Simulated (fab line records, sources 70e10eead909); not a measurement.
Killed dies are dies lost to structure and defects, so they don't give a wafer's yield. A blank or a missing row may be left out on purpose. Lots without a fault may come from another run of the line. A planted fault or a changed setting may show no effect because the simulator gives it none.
fab line records | flow nand_harc
record lots=12 wafers=35 last_day=24
route steps=1159 shown A_M0@1007 A_M1@1041 END@1159
lots that met no fault: from a run of the same line without faults
start_h: hours from the record's first day to the start of the lot's first wafer shown | wait_h: hours since the lot's step before | " the same as in the row above | L1.1+2: a row that stands for several wafers | - no value, or no start given | * or withheld: withheld | < > ~ a bound
route shown NAME@n: a module of which the file shows steps, and the number in the route of the first | usual: mean/standard deviation of fault-free wafers | same: alike in all rows | chamber/n: place in a boat | sites: the reading at each site | _std_site: their standard deviation | _edge_site: outer sites' mean less inner sites' | radius_mm: how far each site lies from the wafer's centre | mask NAME#n: copy n | behind: the tool/chamber that last shaped the wafer | hold: why the lot was held/for how many hours/how that ended | device: the transistor (n, p or np) that didn't switch | end of line: the same wafers' tests at the end of the route | a step without rows: its recipe alone | killed: dies lost to structure and defects at the first sort, not the wafer's yield | map: a wafer's dies, x killed, . not, _ none there
set.NAME: the setting as run; set.NAME@STEP: as run at that earlier step | model.NAME: the simulator's own value behind a step, which no gauge read
steps of the route over a sample of lots; a table a step, a row a wafer
services: from which hour (start_h, from the record's first day; less than 0 if before it) a tool's chamber was out of use, for how many hours, and why
## steps
# step NHARC_A_M0_DESCUM_14
# recipe time_s=3 o2_flow_sccm=200 ar_flow_sccm=0 bias_power_w=0 chemistry=O2
# usual drypump_motor_current_A=5.6/0.43 mfc_ar_sccm=0.015/0.013 oes_product_au=1.007/0.0098 rf_vpp_V=57.8/0.82 showerhead_plenum_p_Torr=1.93/0.057 throttle_valve_pct=11.310/0.0095
# columns lot.wafer tool chamber start_h wait_h drypump_motor_current_A mfc_ar_sccm oes_product_au rf_hours_counter_h rf_vpp_V showerhead_plenum_p_Torr throttle_valve_pct
L367.1 rie_diel-05 3 409.32 0.1 5.8 0.021 1.009 4 55.8 1.91 11.308
L367.2 " 0 " " 5.8 0.012 0.998 3 58.0 1.92 11.315
L367.6 " 2 " " 5.5 0 1.010 - 59.2 1.94 11.299
L370.3 rie_diel-13 1 430.84 0.1 5.9 0.007 1.006 13 57.4 1.91 11.301
L370.4 " 3 " " 5.8 0.029 1.005 11 58.1 1.95 11.323
L370.5 " 0 " " 5.7 0.017 1.009 - 57.6 1.98 11.315
L373.2 rie_diel-13 0 443.83 0.1 5.7 0.017 0.996 14 58.7 1.98 11.300
L373.5 " 0 " " 5.8 0.017 1.009 - 58.0 1.98 11.323
L372.4 rie_diel-05 3 444.96 0.1 5.8 0.021 1.008 5 57.8 1.91 11.325
L372.2 " 0 " " 5.8 0.012 1.011 5 59.0 1.92 11.304
L372.1 " 1 " " 5.1 0.041 1.012 5 58.6 1.96 11.304
L374.4 rie_diel-05 2 458.54 0.1 5.4 0 1.020 7 57.7 1.94 11.292
L374.1 " 3 " " 5.8 0.021 1.008 5 59.8 1.91 11.295
L374.5 " 2 " " 5.4 0 1.021 - 58.4 1.94 11.303
L378.4 rie_diel-10 0 465.89 0.1 6.6 0.012 1.004 7 58.2 2.01 11.317
L378.2 " 2 " " 5.7 0 1.008 8 58.8 2.00 11.314
L378.5 " 1 " " 5.2 0 1.021 - 57.5 1.83 11.316
L380.1 rie_diel-13 0 490.14 0.1 5.7 0.017 0.986 2 57.6 1.98 11.317
L380.3 " 2 " " 4.9 0.015 1.003 1 57.6 1.84 11.314
L380.6 " 0 " " 5.7 0.017 0.994 - 58.2 1.98 11.325
L381.4 rie_diel-13 1 504.76 0.1 5.9 0.007 0.998 3 58.2 1.91 11.330
L381.3 " 2 " " 4.9 0.015 0.994 3 58.3 1.84 11.307
L381.2 " 3 " " 5.8 0.029 1.005 2 58.7 1.95 11.311
L384.4 rie_diel-05 3 505.33 0.1 5.8 0.021 1.013 8 58.2 1.91 11.315
L384.3 " 0 " " 5.8 0.012 1.020 9 57.4 1.92 11.312
L384.2 " 1 " " 5.1 0.041 1.004 10 56.7 1.96 11.316
L383.3 rie_diel-05 3 505.78 0.1 5.8 0.021 1.008 8 58.0 1.91 11.302
L383.1 " 0 " " 5.9 0.012 1.009 9 58.3 1.92 11.311
L383.6 " 1 " " 5.1 0.041 1.014 - 58.3 1.96 11.311
L385.4 rie_diel-13 0 517.22 0.1 5.7 0.017 0.992 4 58.1 1.98 11.320
L385.2 " 2 " " 4.9 0.015 1.007 3 59.2 1.84 11.310
L385.1 " 3 " " 5.8 0.029 1.009 2 57.0 1.95 11.289
L387.4 rie_diel-05 0 530.88 0.1 5.8 0.012 1.001 0 58.2 1.92 11.311
L387.1 " 2 " " 5.5 0 0.999 1 57.5 1.94 11.302
L387.6 " 0 " " 5.7 0.012 1.000 - 58.3 1.92 11.311
# step NHARC_A_M0_PVD_20
# recipe target_thk_a=50 bias_v=168.6 power_w=15000 chamber_pressure_pa=0.12 time_s=8.06 substrate_temp_c=50 material=TaN
# usual throttle_valve_pct=30.4/0.98
# columns lot.wafer tool chamber start_h wait_h throttle_valve_pct
L367.2 pvd_sputter-02 - - - 29.4
L367.1 " - " " 29.7
L367.6 " - " " 29.2
L370.3 pvd_sputter-02 - - - 31.4
L370.4 " - " " 29.9
L370.5 " - " " 31.1
L373.2 pvd_sputter-01 - - - 29.7
L373.5 " - " " 30.1
L372.2 pvd_sputter-01 - - - 30.7
L372.4 " - " " 31.2
L372.1 " - " " 30.0
L374.1 pvd_sputter-01 - - - 30.7
L374.4 " - " " 30.0
L374.5 " - " " 31.2
L378.2 pvd_sputter-02 - - - 29.8
L378.4 " - " " 31.1
L378.5 " - " " 29.3
L380.3 pvd_sputter-02 - - - 31.3
L380.1 " - " " 30.0
L380.6 " - " " 31.1
L381.4 pvd_sputter-01 - - - 30.2
L381.2 " - " " 30.5
L381.3 " - " " 30.7
L384.2 pvd_sputter-02 - - - 31.0
L384.3 " - " " 29.1
L384.4 " - " " 30.0
L383.1 pvd_sputter-02 - - - 30.1
L383.3 " - " " 31.0
L383.6 " - " " 29.2
L385.2 pvd_sputter-02 - - - 29.8
L385.4 " - " " 31.1
L385.1 " - " " 31.1
L387.4 pvd_sputter-03 - - - 29.1
L387.1 " - " " 30.2
L387.6 " - " " 30.1
# step NHARC_A_M1_ETCH_15
# recipe target_depth_a=1825 time_s=91.2 c4f8_flow_sccm=withheld ar_flow_sccm=400 rf_w=600 bias_w=300 chemistry=C4F8/Ar
# usual oes_product_au=0.948/0.025 rf_vpp_V=440.8/2.8
# columns lot.wafer tool chamber start_h wait_h oes_product_au rf_hours_counter_h rf_vpp_V
L367.2 rie_diel-08 3 413.42 - 0.933 8 445.1
L367.1 " 0 " " 0.913 8 444.0
L367.6 " 0 " " 0.909 - 443.8
L370.3 rie_diel-11 0 435.13 - 0.829 1 443.0
L370.4 " 1 " " 0.933 1 438.8
L370.5 " 0 " " 0.828 - 443.5
L373.2 rie_diel-11 1 448.24 - 0.970 2 439.6
L373.5 " 3 " " 0.982 - 437.9
L372.2 rie_diel-11 0 449.28 - 0.837 2 444.7
L372.4 " 1 " " 0.931 2 439.3
L372.1 " 2 " " 0.909 2 437.9
L374.4 rie_diel-08 0 463.10 - 0.942 11 442.2
L374.1 " 3 " " 0.982 12 443.4
L374.5 " 0 " " 0.952 - 442.1
L378.2 rie_diel-08 3 470.07 - 0.984 12 443.7
L378.4 " 1 " " 0.955 9 444.6
L378.5 " 3 " " 0.981 - 445.4
L380.3 rie_diel-03 1 494.44 - 0.916 7 442.8
L380.1 " 3 " " 0.920 8 439.6
L380.6 " 1 " " 0.920 - 442.5
L381.3 rie_diel-03 0 509.11 - 0.896 10 439.7
L381.4 " 1 " " 0.915 9 442.8
L381.2 " 2 " " 0.922 9 436.3
L384.3 rie_diel-08 0 509.69 - 0.976 1 442.8
L384.2 " 3 " " 0.962 1 444.9
L384.4 " 0 " " 0.968 - 442.2
L383.3 rie_diel-11 3 510.07 - 0.968 4 438.7
L383.1 " 1 " " 0.988 3 440.3
L383.6 " 0 " " 0.983 - 443.5
L385.2 rie_diel-11 2 521.45 - 0.947 4 437.4
L385.1 " 3 " " 0.971 4 436.9
L385.4 " 1 " " 0.982 4 441.0
L387.1 rie_diel-11 2 536.52 - 0.919 4 438.0
L387.4 " 3 " " 0.937 4 437.1
L387.6 " 1 " " 0.933 - 440.4
# step NHARC_A_M1_CMP_23
# recipe t_overpolish_s=20 target_thk_nm=154.34
# usual motor_current_A=12.2/1.4 pad_life_wafers=298/180 time_to_endpoint_s=28.3/2.3
# columns lot.wafer tool chamber start_h wait_h motor_current_A pad_life_wafers time_to_endpoint_s
L367.2 cmp-01 1 415.43 - 12.1 198 29.8
L367.1 " 3 " " 12.1 200 30.0
L367.6 " 2 " " 10.5 - 30.8
L370.4 cmp-01 2 437.14 - 10.2 350 31.5
L370.3 " 3 " " 11.2 351 28.7
L370.5 " 1 " " 12.0 - 26.1
L373.2 cmp-01 2 450.18 - 10.9 438 30.0
L373.5 " 3 " " 11.7 - 29.9
L372.1 cmp-02 0 451.22 - 9.7 156 28.5
L372.4 " 1 " " 12.3 157 26.2
L372.2 " 3 " " 11.6 159 28.5
L374.1 cmp-02 2 465.12 - 14.6 248 32.4
L374.4 " 3 " " 11.5 249 31.3
L374.5 " 0 " " 9.4 - 33.7
L378.4 cmp-03 0 472.06 - 12.5 66 27.4
L378.2 " 3 " " 11.1 69 25.9
L378.5 " 1 " " 13.7 - 24.7
L380.1 cmp-03 1 496.47 - 14.0 188 25.3
L380.3 " 2 " " 12.8 189 28.6
L380.6 " 3 " " 11.0 - 24.6
L381.2 cmp-03 2 511.07 - 13.2 264 28.9
L381.4 " 0 " " 13.0 266 29.9
L381.3 " 1 " " 14.0 267 24.8
L384.2 cmp-02 0 511.71 - 10.7 582 29.3
L384.4 " 1 " " 12.8 583 27.8
L384.3 " 2 " " 14.5 584 29.7
L383.1 cmp-02 0 512.10 - 10.3 590 30.9
L383.3 " 1 " " 12.2 591 29.4
L383.6 " 3 " " 11.2 - 31.7
L385.2 cmp-03 3 523.69 - 11.5 324 27.4
L385.4 " 0 " " 13.2 325 31.2
L385.1 " 1 " " 14.4 326 27.5
L387.1 cmp-01 3 538.63 - 11.1 361 25.3
L387.4 " 0 " " 13.4 362 27.1
L387.6 " 2 " " 10.1 - 29.6
# step NHARC_END_SORT_01
# recipe temp_c=25
# usual defect_limited_yield=95.4/1.8 killed_at_array=27/11 killed_at_other=0.7/1.1 killed_at_periphery=3.4/2.1 killed_dies=31/12 killed_open=3.6/2 killed_short=2.0/1.3 sort_bin_2_pct=1.5/0.71 sort_bin_3_pct=0.25/0.22 sort_bin_4_pct=2.9/1.2 sort_n_pass=646/12 sort_rim_yield_pct=95.0/2.5 sort_yield_pct=95.4/1.8
# same gross_dies=677 sort_bin_5_pct[%]=0 sort_bin_6_pct[%]=0 sort_bin_7_pct[%]=0 sort_bin_8_pct[%]=0 sort_rim_n_gross=106.00
# columns lot.wafer tool chamber start_h wait_h hold defect_limited_yield[%] killed_at_array killed_at_other killed_at_periphery killed_dies killed_open killed_short sort_bin_2_pct[%] sort_bin_3_pct[%] sort_bin_4_pct[%] sort_n_pass sort_rim_yield_pct[%] sort_yield_pct[%]
L367.1 prober-01 0 450.72 2.5 - 97.0 16 1 3 20 6 2 0.3 0.15 2.5 657 94.3 97.0
L367.2 prober-01 0 451.52 2.8 - 97.2 15 0 4 19 3 2 0.9 0 1.9 658 98.1 97.2
L367.6 prober-01 0 454.68 4.0 - 97.3 16 0 2 18 5 0 1.2 0 1.5 659 98.1 97.3
L370.3 prober-01 0 471.95 3.1 await_dispo/5.0h/release 5.9 630 1 6 637 4 1 90.1 0.74 3.2 40 17.0 5.9
L370.4 prober-01 0 472.76 3.4 await_dispo/5.0h/release 93.9 35 2 4 41 3 1 2.4 0 3.7 636 96.2 93.9
L370.5 prober-01 0 473.57 3.7 await_dispo/5.0h/release 5.5 637 1 2 640 2 2 91.6 0.15 2.8 37 16.0 5.5
L373.2 prober-02 0 483.43 2.8 await_dispo/2.6h/release 96.2 24 0 2 26 2 2 1.3 0.30 2.2 651 96.2 96.2
L373.5 prober-02 0 485.84 3.7 await_dispo/2.6h/release 94.8 31 1 3 35 5 3 1.5 0.15 3.5 642 96.2 94.8
L372.1 prober-01 0 485.96 2.5 await_dispo/5.3h/release 97.2 19 0 0 19 3 2 0.6 0 2.2 658 98.1 97.2
L372.2 prober-01 0 486.76 2.8 await_dispo/5.3h/release 9.2 612 0 3 615 2 3 87.7 0.30 2.8 62 31.1 9.2
L372.4 prober-01 0 488.37 3.4 await_dispo/5.3h/release 95.3 26 1 5 32 8 0 1.3 0 3.4 645 93.4 95.3
L374.1 prober-02 0 498.36 2.5 - 96.8 19 0 3 22 4 2 1.3 0.15 1.8 655 97.2 96.8
L374.4 prober-02 0 500.75 3.4 - 96.9 19 0 2 21 8 3 0.6 0.15 2.4 656 93.4 96.9
L374.5 prober-02 0 501.54 3.7 - 97.9 11 0 3 14 1 3 1.0 0 1.0 663 93.4 97.9
L378.2 prober-02 0 506.88 2.8 - 97.3 12 3 3 18 2 3 0.6 0.59 1.5 659 96.2 97.3
L378.4 prober-02 0 508.44 3.3 - 94.8 34 0 1 35 5 1 1.9 0.15 3.1 642 97.2 94.8
L378.5 prober-02 0 509.23 3.6 - 95.9 25 2 1 28 3 1 1.6 0.30 2.2 649 97.2 95.9
L380.1 prober-02 0 540.38 2.5 - 93.4 37 1 7 45 7 4 1.9 0.59 4.1 632 98.1 93.4
L380.3 prober-02 0 541.98 3.1 - 92.5 45 0 6 51 2 2 3.5 0.44 3.5 626 94.3 92.5
L380.6 prober-02 0 544.37 4.0 - 95.1 31 0 2 33 3 2 1.5 0.74 2.7 644 99.1 95.1
L384.2 prober-01 0 547.24 2.8 - 97.6 16 0 0 16 1 1 0.6 0.30 1.5 661 95.3 97.6
L384.3 prober-01 0 548.04 3.1 - 97.6 15 0 1 16 2 2 0.7 0 1.6 661 95.3 97.6
L384.4 prober-01 0 548.84 3.4 - 96.2 20 1 5 26 3 2 1.9 0.15 1.8 651 95.3 96.2
L383.1 prober-02 0 548.16 2.5 - 95.1 24 0 9 33 3 1 1.3 0.15 3.4 644 97.2 95.1
L383.3 prober-02 0 549.77 3.1 - 93.6 37 0 6 43 2 6 2.4 0.44 3.5 634 94.3 93.6
L383.6 prober-02 0 552.20 4.0 - 95.4 22 1 8 31 5 2 1.6 0.15 2.8 646 97.2 95.4
L381.2 prober-01 0 555.06 2.8 - 91.1 50 3 7 60 3 2 3.0 0.74 5.2 617 88.7 91.1
L381.3 prober-01 0 555.86 3.1 - 91.6 48 1 8 57 7 1 3.0 0.30 5.2 620 91.5 91.6
L381.4 prober-01 0 556.67 3.4 - 92.5 46 0 5 51 3 0 2.1 0.15 5.3 626 93.4 92.5
L385.1 prober-02 0 557.17 2.6 - 95.3 32 0 0 32 2 1 1.8 0.44 2.5 645 97.2 95.3
L385.2 prober-02 0 557.99 2.9 - 93.4 42 0 3 45 5 2 3.1 0.44 3.1 632 95.3 93.4
L385.4 prober-02 0 559.63 3.5 - 93.8 41 0 1 42 3 1 2.5 0.15 3.5 635 95.3 93.8
L387.1 prober-01 0 570.98 2.5 - 97.8 14 0 1 15 2 3 0.1 0.15 1.9 662 93.4 97.8
L387.4 prober-01 0 573.46 3.5 - 96.8 20 0 2 22 1 3 1.3 0.30 1.6 655 96.2 96.8
L387.6 prober-01 0 575.12 4.1 - 96.6 20 0 3 23 4 3 0.6 0.15 2.7 654 91.5 96.6
# killed by level:class
L367.1 A_CONTACT:chamber_film_flake=3 A_ONON_D1:geometric_particle:open=2 A_CHANNEL_HOLE_D1:chamber_film_flake=2 P_CONTACT:geometric_particle:open=1 A_ONON_D1:geometric_particle:short=1 A_CHANNEL_HOLE_D1:geometric_particle:short=1 A_WL_FILL:geometric_particle:open=1 A_BLC:geometric_particle:open=1
L367.2 A_CHANNEL_HOLE_D1:chamber_film_flake=4 A_CONTACT:chamber_film_flake=3 A_CHANNEL_FILL_D1:chamber_film_flake=2 A_STAIRCASE:chamber_film_flake=2 P_STI:geometric_particle:short=1 P_GATE:geometric_particle:short=1 P_CONTACT:geometric_particle:open=1 A_BLC:geometric_particle:open=1
L367.6 A_M0:geometric_particle:open=3 A_STAIRCASE:chamber_film_flake=3 A_CONTACT:chamber_film_flake=3 A_CHANNEL_FILL_D1:chamber_film_flake=2 A_WL_FILL:chamber_film_flake=2 A_CHANNEL_FILL_D1:geometric_particle:open=1 A_WL_FILL:geometric_particle:open=1 P_ZERO_WELL:chamber_film_flake=1
L370.3 A_M1:area_etch=596 A_CHANNEL_HOLE_D1:chamber_film_flake=17 P_ZERO_WELL:chamber_film_flake=5 A_SLIT:chamber_film_flake=4 A_ZERO_WELL:chamber_film_flake=3 A_BONDPAD:chamber_film_flake=3 A_CONTACT:geometric_particle:open=2 P_CONTACT:geometric_particle:open=1
L370.4 A_CHANNEL_HOLE_D1:chamber_film_flake=11 A_SLIT:chamber_film_flake=8 A_ZERO_WELL:chamber_film_flake=4 A_ONON_D1:geometric_particle:open=3 A_STAIRCASE:chamber_film_flake=3 P_ZERO_WELL:chamber_film_flake=3 A_CONTACT:chamber_film_flake=3 A_WL_FILL:chamber_film_flake=2
L370.5 A_M1:area_etch=603 A_CHANNEL_HOLE_D1:chamber_film_flake=18 A_SLIT:chamber_film_flake=4 A_STAIRCASE:chamber_film_flake=2 A_WL_FILL:chamber_film_flake=2 A_BONDPAD:chamber_film_flake=2 A_CHANNEL_HOLE_D1:geometric_particle:short=1 A_SGD_CUT:geometric_particle:open=1
L373.2 A_CHANNEL_HOLE_D1:chamber_film_flake=11 A_STAIRCASE:chamber_film_flake=4 A_SGD_CUT:chamber_film_flake=2 A_CONTACT:chamber_film_flake=2 P_M0:geometric_particle:open=1 A_CHANNEL_FILL_D1:geometric_particle:short=1 A_SGD_CUT:geometric_particle:short=1 A_WL_FILL:geometric_particle:open=1
L373.5 A_CHANNEL_HOLE_D1:chamber_film_flake=18 A_STAIRCASE:chamber_film_flake=4 P_CONTACT:geometric_particle:open=1 P_M0:geometric_particle:open=1 A_ONON_D1:geometric_particle:short=1 A_CHANNEL_FILL_D1:geometric_particle:short=1 A_WL_FILL:geometric_particle:open=1 A_CONTACT:geometric_particle:open=1
L372.1 A_SLIT:chamber_film_flake=7 A_CHANNEL_FILL_D1:chamber_film_flake=3 A_CONTACT:geometric_particle:open=2 A_STAIRCASE:chamber_film_flake=2 A_CONTACT:chamber_film_flake=2 A_SOURCE_PLATE:geometric_particle:open=1 A_SOURCE_PLATE:geometric_particle:short=1 A_M1:geometric_particle:short=1
L372.2 A_M1:area_etch=588 A_SLIT:chamber_film_flake=7 A_CHANNEL_FILL_D1:chamber_film_flake=5 A_STAIRCASE:chamber_film_flake=4 A_CONTACT:chamber_film_flake=3 P_STI:geometric_particle:short=1 P_M0:geometric_particle:open=1 A_ONON_D1:geometric_particle:short=1
L372.4 A_SLIT:chamber_film_flake=13 A_CONTACT:geometric_particle:open=3 A_SGD_CUT:geometric_particle:open=2 P_GATE:chamber_film_flake=2 A_CHANNEL_FILL_D1:chamber_film_flake=2 A_STAIRCASE:chamber_film_flake=2 P_BONDPAD:geometric_particle:open=1 A_CHANNEL_FILL_D1:geometric_particle:open=1
L374.1 A_STAIRCASE:chamber_film_flake=5 A_CHANNEL_HOLE_D1:chamber_film_flake=4 A_CONTACT:chamber_film_flake=4 P_GATE:chamber_film_flake=2 A_SOURCE_PLATE:geometric_particle:short=1 A_CHANNEL_FILL_D1:geometric_particle:open=1 A_WL_FILL:geometric_particle:open=1 A_CONTACT:geometric_particle:open=1
L374.4 A_STAIRCASE:chamber_film_flake=7 A_CONTACT:geometric_particle:open=4 P_M0:geometric_particle:open=1 A_ONON_D1:geometric_particle:open=1 A_ONON_D1:geometric_particle:short=1 A_CHANNEL_FILL_D1:geometric_particle:short=1 A_WL_FILL:geometric_particle:short=1 A_WL_FILL:geometric_particle:open=1
L374.5 A_CHANNEL_HOLE_D1:chamber_film_flake=4 P_GATE:chamber_film_flake=2 A_STAIRCASE:chamber_film_flake=2 P_M0:geometric_particle:short=1 A_ONON_D1:geometric_particle:open=1 A_CHANNEL_HOLE_D1:geometric_particle:short=1 A_SGD_CUT:geometric_particle:short=1 A_ZERO_WELL:chamber_film_flake=1
L378.2 A_SLIT:chamber_film_flake=3 A_CONTACT:chamber_film_flake=3 THIN_TSV:chamber_film_flake=3 A_CHANNEL_HOLE_D1:chamber_film_flake=2 A_STAIRCASE:chamber_film_flake=2 P_STI:geometric_particle:open=1 P_GATE:geometric_particle:open=1 P_CONTACT:geometric_particle:short=1
L378.4 A_SLIT:chamber_film_flake=16 A_CHANNEL_HOLE_D1:chamber_film_flake=3 A_WL_FILL:chamber_film_flake=3 A_CONTACT:chamber_film_flake=3 A_CONTACT:geometric_particle:open=2 A_M0:chamber_film_flake=2 P_CONTACT:geometric_particle:open=1 A_WL_FILL:geometric_particle:open=1
L378.5 A_SLIT:chamber_film_flake=11 A_CHANNEL_HOLE_D1:chamber_film_flake=4 A_CONTACT:geometric_particle:open=2 THIN_TSV:chamber_film_flake=2 A_WL_FILL:chamber_film_flake=2 A_WL_FILL:geometric_particle:open=1 A_CONTACT:geometric_particle:short=1 P_M1:chamber_film_flake=1
L380.1 A_CHANNEL_HOLE_D1:chamber_film_flake=23 P_ZERO_WELL:chamber_film_flake=5 A_CONTACT:chamber_film_flake=4 A_CONTACT:geometric_particle:open=3 P_CONTACT:geometric_particle:open=2 A_CONTACT:geometric_particle:short=2 A_CHANNEL_FILL_D1:geometric_particle:short=1 A_SGD_CUT:geometric_particle:open=1
L380.3 A_CHANNEL_HOLE_D1:chamber_film_flake=32 A_CONTACT:chamber_film_flake=8 P_ZERO_WELL:chamber_film_flake=5 A_CHANNEL_FILL_D1:geometric_particle:short=1 A_SGD_CUT:geometric_particle:open=1 A_SGD_CUT:geometric_particle:short=1 A_CONTACT:geometric_particle:open=1 P_GATE:chamber_film_flake=1
L380.6 A_CHANNEL_HOLE_D1:chamber_film_flake=24 A_M0:geometric_particle:open=2 P_ZERO_WELL:chamber_film_flake=2 A_CHANNEL_FILL_D1:geometric_particle:open=1 A_STAIRCASE:geometric_particle:short=1 A_M0:geometric_particle:short=1 A_CONTACT:chamber_film_flake=1 A_M1:chamber_film_flake=1
L384.2 A_SLIT:chamber_film_flake=6 A_CHANNEL_HOLE_D1:chamber_film_flake=4 A_CONTACT:chamber_film_flake=4 A_CHANNEL_FILL_D1:geometric_particle:open=1 A_SGD_CUT:geometric_particle:short=1
L384.3 A_SLIT:chamber_film_flake=5 A_SGD_CUT:chamber_film_flake=3 A_CONTACT:chamber_film_flake=3 P_STI:geometric_particle:short=1 A_WL_FILL:geometric_particle:open=1 A_M0:geometric_particle:open=1 A_M1:geometric_particle:short=1 A_CHANNEL_HOLE_D1:chamber_film_flake=1
L383.1 A_CHANNEL_HOLE_D1:chamber_film_flake=20 P_BONDPAD:chamber_film_flake=4 P_GATE:chamber_film_flake=2 P_M1:chamber_film_flake=2 P_STI:geometric_particle:open=1 A_CHANNEL_FILL_D1:geometric_particle:open=1 A_CHANNEL_FILL_D1:geometric_particle:short=1 A_M0:geometric_particle:open=1
L384.4 A_SLIT:chamber_film_flake=9 A_CHANNEL_HOLE_D1:chamber_film_flake=5 P_GATE:chamber_film_flake=2 P_GATE:geometric_particle:open=1 A_CHANNEL_HOLE_D1:geometric_particle:open=1 A_WL_FILL:geometric_particle:short=1 A_M1:geometric_particle:short=1 STARTING-WAFER:geometric_particle:open=1
L383.3 A_CHANNEL_HOLE_D1:chamber_film_flake=26 P_BONDPAD:chamber_film_flake=5 A_CONTACT:geometric_particle:short=2 A_CONTACT:chamber_film_flake=2 A_SOURCE_PLATE:geometric_particle:short=1 A_CHANNEL_HOLE_D1:geometric_particle:short=1 A_STAIRCASE:geometric_particle:open=1 A_WL_FILL:geometric_particle:short=1
L383.6 A_CHANNEL_HOLE_D1:chamber_film_flake=17 P_GATE:chamber_film_flake=3 P_BONDPAD:chamber_film_flake=2 P_M0:geometric_particle:open=1 P_M1:geometric_particle:open=1 A_ONON_D1:geometric_particle:short=1 A_SLIT:geometric_particle:open=1 A_WL_FILL:geometric_particle:short=1
L381.2 A_CHANNEL_HOLE_D1:chamber_film_flake=24 A_SLIT:chamber_film_flake=8 A_CONTACT:chamber_film_flake=8 A_STAIRCASE:chamber_film_flake=7 P_ZERO_WELL:chamber_film_flake=4 THIN_TSV:chamber_film_flake=3 A_WL_FILL:geometric_particle:open=2 P_M0:geometric_particle:short=1
L381.3 A_CHANNEL_HOLE_D1:chamber_film_flake=19 A_SLIT:chamber_film_flake=13 A_STAIRCASE:chamber_film_flake=5 P_ZERO_WELL:chamber_film_flake=4 A_CONTACT:chamber_film_flake=4 A_BLC:geometric_particle:open=3 P_STI:chamber_film_flake=2 P_GATE:geometric_particle:open=1
L381.4 A_CHANNEL_HOLE_D1:chamber_film_flake=26 A_STAIRCASE:chamber_film_flake=7 A_SLIT:chamber_film_flake=6 P_ZERO_WELL:chamber_film_flake=4 A_CONTACT:chamber_film_flake=4 P_M2:geometric_particle:open=1 A_CHANNEL_FILL_D1:geometric_particle:open=1 A_CONTACT:geometric_particle:open=1
L385.1 A_CHANNEL_HOLE_D1:chamber_film_flake=19 A_ZERO_WELL:chamber_film_flake=4 A_WL_FILL:chamber_film_flake=2 A_CONTACT:chamber_film_flake=2 A_CHANNEL_FILL_D1:geometric_particle:open=1 A_CONTACT:geometric_particle:short=1 A_CONTACT:geometric_particle:open=1 A_STAIRCASE:chamber_film_flake=1
L385.2 A_CHANNEL_HOLE_D1:chamber_film_flake=27 A_CONTACT:chamber_film_flake=4 A_ZERO_WELL:chamber_film_flake=3 A_SGD_CUT:chamber_film_flake=3 A_CONTACT:geometric_particle:open=2 P_STI:geometric_particle:short=1 P_CONTACT:geometric_particle:open=1 A_CHANNEL_FILL_D1:geometric_particle:short=1
L385.4 A_CHANNEL_HOLE_D1:chamber_film_flake=30 A_CONTACT:chamber_film_flake=4 A_SGD_CUT:chamber_film_flake=2 P_M0:geometric_particle:open=1 A_CHANNEL_FILL_D1:geometric_particle:open=1 A_WL_FILL:geometric_particle:short=1 A_M0:geometric_particle:open=1 A_ZERO_WELL:chamber_film_flake=1
L387.1 A_CHANNEL_HOLE_D1:chamber_film_flake=5 A_CONTACT:chamber_film_flake=2 A_CHANNEL_FILL_D1:geometric_particle:short=2 A_M0:chamber_film_flake=2 P_M0:geometric_particle:open=1 A_CONTACT:geometric_particle:short=1 A_CONTACT:geometric_particle:open=1 A_SLIT:chamber_film_flake=1
L387.4 A_CHANNEL_HOLE_D1:chamber_film_flake=10 A_CONTACT:chamber_film_flake=3 A_SOURCE_PLATE:geometric_particle:short=1 A_CHANNEL_FILL_D1:geometric_particle:short=1 A_WL_FILL:geometric_particle:short=1 A_WL_FILL:geometric_particle:open=1 P_GATE:chamber_film_flake=1 P_CONTACT:chamber_film_flake=1
L387.6 A_CHANNEL_HOLE_D1:chamber_film_flake=6 A_CONTACT:geometric_particle:open=3 P_GATE:chamber_film_flake=3 A_STAIRCASE:chamber_film_flake=3 A_SLIT:chamber_film_flake=2 A_M0:chamber_film_flake=2 A_SOURCE_PLATE:geometric_particle:short=1 A_ONON_D1:geometric_particle:short=1
## services
# columns tool chamber start_h hours kind
pvd_sputter-02 - 395.91 10.0 pm
rie_diel-11 1 406.67 7.5 repair
rie_diel-08 1 411.36 9.2 repair
rie_diel-08 0 418.44 11.9 repair
rie_diel-13 3 420.67 5.7 repair
cmp-02 - 422.56 4.0 pm
rie_diel-05 3 426.92 13.5 repair
rie_diel-13 - 427.85 0.7 repair
cmp-03 - 448.74 0.3 repair
cmp-03 - 450.02 4.0 pm
rie_diel-05 - 450.09 0.2 repair
rie_diel-13 - 453.00 9.0 pm
cmp-03 - 460.70 5.9 repair
rie_diel-08 - 478.80 9.0 pm
rie_diel-05 1 479.59 4.7 repair
cmp-03 - 482.16 1.9 repair
rie_diel-13 3 482.86 5.8 repair
rie_diel-13 3 489.95 1.2 repair
rie_diel-08 - 494.88 1.0 repair
rie_diel-08 2 503.65 23.0 repair
rie_diel-13 1 508.23 7.8 repair
rie_diel-05 - 517.60 9.0 pm
cmp-02 - 520.56 4.0 pm
cmp-02 - 533.06 2.5 repair
## key
first_sign step=NHARC_A_M1_ETCH_15 reading=oes_product_au direction=down sigmas=4.7 usual=0.948 struck=0.831
effect step=NHARC_END_SORT_01 reading=sort_bin_2_pct direction=up sigmas=99+ usual=1.5 struck=89.8
more_kills_born_at NHARC_A_M1_ETCH_15@rie_diel-11=1787
met_at NHARC_A_M1_ETCH_15
struck_lots L370,L372
struck_wafers L370.3,L370.5,L372.2
later_rows_left_out L370.3,L370.5,L372.2
moved_without_meeting_it L373
not_acting_at NHARC_A_M0_DESCUM_14,NHARC_A_M0_PVD_20,NHARC_A_M1_CMP_23
fault kind=process_parameter_drift tool=rie_diel-11 chamber=0 onset_h=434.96 steps=NHARC_A_M1_ETCH_15 channel=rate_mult offset=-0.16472 shape=step end_h=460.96
# later_rows_left_out: the simulator's readings of these wafers behind a module that went badly wrong aren't trusted and aren't shown, but for the sort
# moved_without_meeting_it: readings of these lots or wafers moved too, though they didn't meet the fault's tool or chamber
